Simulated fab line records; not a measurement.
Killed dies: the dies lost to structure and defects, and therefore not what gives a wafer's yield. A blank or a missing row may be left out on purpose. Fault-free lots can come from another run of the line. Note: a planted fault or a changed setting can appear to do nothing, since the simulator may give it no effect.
A lot that was struck, set against a sound lot	flow nandHarc	15 steps out of a route of 1159
Sound: wafers L340.1, L340.2, L340.5. Struck: wafer L349.4 (left out: L349.3, a lot-mate that was not struck); the cause follows at the end.
At each step with rows: each side's tool, then ch and its chambers, then its first start. Under that, the readings that differ: sound wafers	struck wafers	difference of the means	sigmas: that difference in standard deviations of wafers without a fault.
alike: readings whose means differ by less than 2 such deviations, and words and numbers that are the same on both sides. not compared: withheld readings, readings that some wafer has no value for, bounds like >300 that may hide the same value, and numbers for which the record gives no deviation and whose values overlap.
A row with sigmas, a row that says differs or no value, or rows on one side alone: a step with any of these is where the two part. Numbers that don't overlap but have no deviation are shown without sigmas and don't part them. A reading that every wafer of one side lacks parts them only if that side has two wafers or more.

NHARC_P_BONDPAD_CD_MEAS_09: target cd 500 nm.
  sound on cdSem-03 ch 0, day 7 06:51; struck on cdSem-01 ch 0, day 8 23:08
  alike: cdNm
NHARC_P_BONDPAD_OVL_MEAS_38:
  sound: overlay-01 at day 7 06:56; struck: overlay-02 at day 8 23:13
  alike: overlayXNm, overlayYNm
then, 2 steps without rows for these wafers: NHARC_P_BONDPAD_HARDBAKE_10 (time 65 s); NHARC_P_BONDPAD_DESCUM_11 (chemistry O2, time 3 s).
NHARC_P_BONDPAD_ETCH_37: etches the open film in N2/H2, target depth 60 nm, overetch 18 nm, time 65.91 s.
  sound on rieDiel-07 ch 0,1,2, day 7 07:52; struck on rieDiel-02 ch 2, day 8 23:25
  alike: drypumpMotorCurrentA, oesProductAu, rfVppV, showerheadPlenumPTorr, throttleValvePct
  not compared: rfHoursCounterH
NHARC_P_BONDPAD_ETCH_12: etches the open film in CHF3/O2, target depth 200 nm, time 100 s.
  sound on rieDiel-07 ch 0,2; struck on rieDiel-02 ch 2
reading	sound	struck	difference	sigmas
drypumpMotorCurrentA (A)	5.81 5.94 5.95	5.27	-0.63	-2
throttleValvePct (%)	20.579 20.579 20.580	20.558	-0.021	-2
  alike: oesProductAu, rfVppV, showerheadPlenumPTorr
  not compared: rfHoursCounterH
NHARC_P_BONDPAD_CD_MEAS_13:
  sound: cdSem-03 at day 7 08:04; struck: cdSem-03 at day 8 23:40
  alike: cdNm
NHARC_P_BONDPAD_STRIP_15: strips in O2.
  sound on rieDiel-07 ch 1,2,3, day 7 08:20; struck on rieDiel-08 ch 3, day 8 23:44
reading	sound	struck	difference	sigmas
oesProductAu (a.u.)	0.997 0.992 0.987	1.015	+0.023	+2
  alike: drypumpMotorCurrentA, rfVppV, showerheadPlenumPTorr, throttleValvePct
  not compared: rfHoursCounterH
NHARC_P_BONDPAD_ETCH_24: etches the open film in CF4/N2, target depth 30 nm, time 72.99 s.
  sound on rieDiel-07 ch 1,2,3; struck on rieDiel-08 ch 0
  alike: drypumpMotorCurrentA, oesProductAu, rfVppV, showerheadPlenumPTorr, throttleValvePct
  not compared: rfHoursCounterH
then, 3 steps without rows for these wafers: NHARC_P_BONDPAD_STRIP_16 (strips in post etch residue remover, time 600 s); NHARC_P_BONDPAD_DEGAS_25 (time 60 s); NHARC_P_BONDPAD_PRE_CLEAN_26 (time 30 s).
NHARC_P_BONDPAD_PVD_17: deposits TaN, target thk 5 nm, time 8.06 s.
  sound: pvdSputter-03 at day 7 09:06; struck: pvdSputter-03 at day 9 00:23
reading	sound	struck	difference	sigmas
timeS (s)	8.06 8.06 8.06	7.7035	-0.3565	
  alike: biasV, chamberPressurePa, throttleValvePct
NHARC_P_BONDPAD_PVD_27: deposits Cu, target thk 30 nm, time 20.49 s.
  sound on pvdSputter-03; struck on pvdSputter-03
  alike: chamberPressurePa, throttleValvePct
  not compared: timeS
-- jump in the record: it breaks off in module P_BONDPAD and resumes in module END (first step shown: number 1159 of the route), and 13 days separate the struck wafers' starts before and after --
NHARC_END_SORT_01:
  sound on prober-02 ch 0, day 20 18:45; struck on prober-01 ch 0, day 22 04:19
reading	sound	struck	difference	sigmas
sort_bin_3_pct (%)	0.44 0.74 0.44	0	-1	-2
  alike: defectLimitedYield, killedAtArray, killedAtOther, killedAtPeriphery, killedDies, killedOpen, killedShort, sort_bin_2_pct, sort_bin_4_pct, sortNPass, sortRimYieldPct, sortYieldPct

== WHERE THEY PART ==
At NHARC_P_BONDPAD_ETCH_12 first; at NHARC_END_SORT_01 last (within this record only).

WHY: whatever the simulator had introduced
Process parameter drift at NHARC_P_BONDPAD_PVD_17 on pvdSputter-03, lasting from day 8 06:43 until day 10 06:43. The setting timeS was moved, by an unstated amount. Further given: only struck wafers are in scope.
